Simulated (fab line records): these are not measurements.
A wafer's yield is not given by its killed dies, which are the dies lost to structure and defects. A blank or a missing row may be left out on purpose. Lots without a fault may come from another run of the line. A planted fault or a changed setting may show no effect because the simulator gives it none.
Matching of chambers -- flow n5_finfet -- N5_BEOL_M4_DESCUM_33 on rie_diel-01 has 4 sister chambers
The step chemistry O2, time 7 s. 8 wafers are shown with their chamber, then 12 later ones without.

## WAFERS WITH THEIR CHAMBER
wafer,chamber,throttle_valve_pct (%),showerhead_plenum_p_Torr (Torr)
L080.1,3,20.11,2.13
L084.5,3,20.13,2.12
L085.6,1,20.52,2.14
L086.2,0,20.00,2.22
L089.3,0,20.05,2.22
L088.1,1,20.51,2.14
L088.3,2,20.16,2.20
L088.6,2,20.16,2.20

## WAFERS MISSING THEIR CHAMBER
wafer,throttle_valve_pct (%),showerhead_plenum_p_Torr (Torr)
L092.3,20.55,2.14
L092.4,20.02,2.22
L092.5,20.17,2.19
L093.1,20.03,2.22
L093.2,20.53,2.14
L093.6,20.16,2.19
L095.2,20.03,2.22
L095.3,20.16,2.19
L095.6,20.15,2.12
L097.1,20.19,2.19
L097.2,20.05,2.22
L097.4,20.05,2.22

## THE CHAMBER EACH PASSED THROUGH
wafer,from the rows above,in truth
L092.3,1,1
L092.4,0,0
L092.5,2,2
L093.1,0,0
L093.2,1,1
L093.6,2,2
L095.2,0,0
L095.3,2,2
L095.6,3,3
L097.1,2,2
L097.2,0,0
L097.4,0,0
Placed correctly: 12 of 12. From these rows, 0 cannot be placed. Placed wrongly: 0.
How it was worked out, from the rows above alone: a wafer's distance from a chamber is the root of the sum, over the readings, of the square of ((its reading less the chamber's mean) divided by the reading's scatter). If the next closest chamber is less than 2 further off than the closest, the wafer can't be placed; otherwise it belongs to the closest. For every chamber, the mean is computed from those of its wafers that are shown. The scatter: the root of (the sum of the squares of (reading less its chamber's mean) over the shown wafers, divided by (wafers less chambers)).
